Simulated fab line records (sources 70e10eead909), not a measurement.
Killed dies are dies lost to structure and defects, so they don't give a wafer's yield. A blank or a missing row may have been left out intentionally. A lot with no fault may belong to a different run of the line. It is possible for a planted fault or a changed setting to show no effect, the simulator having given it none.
Which of the tools did it? + flow nand-harc + 6 lots, 16 wafers sampled, at 1 step of a route of 1159

## WHAT THE GAUGES READ, wafer by wafer
NHARC_P_CONTACT_OVL_MEAS_13.
| lot  | measured     | on         | overlay-x-nm (nm) |
|------|--------------|------------|-------------------|
| L877 | day 6 09:21  | overlay-02 | 0.4 0.2 0.0       |
| L883 | day 8 05:23  | overlay-01 | -0.8              |
| L886 | day 8 21:51  | overlay-01 | 1.1 0.5 0.6       |
| L891 | day 10 05:38 | overlay-01 | 0.0 0.5 0.3       |
| L893 | day 10 15:59 | overlay-02 | -1.3 -2.2 -0.7    |
| L895 | day 10 22:08 | overlay-01 | -1.1 -1.6 -1.1    |

## WHICH TOOL RAN EACH LOT (tool, then ch and the chambers of the sampled wafers, then the start)
Record: no process step prior to these readings.

## THE ANSWER, worked out from the rows above alone
Rule: the lots themselves supply what counts as usual. Put in order of their means at a reading, lots are off if they are a third of the lots or fewer, leave a main group of 4 or more, and stand apart from it by a gap of 3 or more times the standard deviation of the main group's means; of several such gaps the widest counts. A main group is skipped when, at the precision printed for the reading in the tables above, its means are all equal. Also off: a lot with no number at a reading for which 4 or more lots have one. All remaining lots with rows at the step are treated as sound.
No lot is off on any of the readings shown, so nothing can be concluded from this.

## WHAT THE SIMULATOR HAD INSERTED
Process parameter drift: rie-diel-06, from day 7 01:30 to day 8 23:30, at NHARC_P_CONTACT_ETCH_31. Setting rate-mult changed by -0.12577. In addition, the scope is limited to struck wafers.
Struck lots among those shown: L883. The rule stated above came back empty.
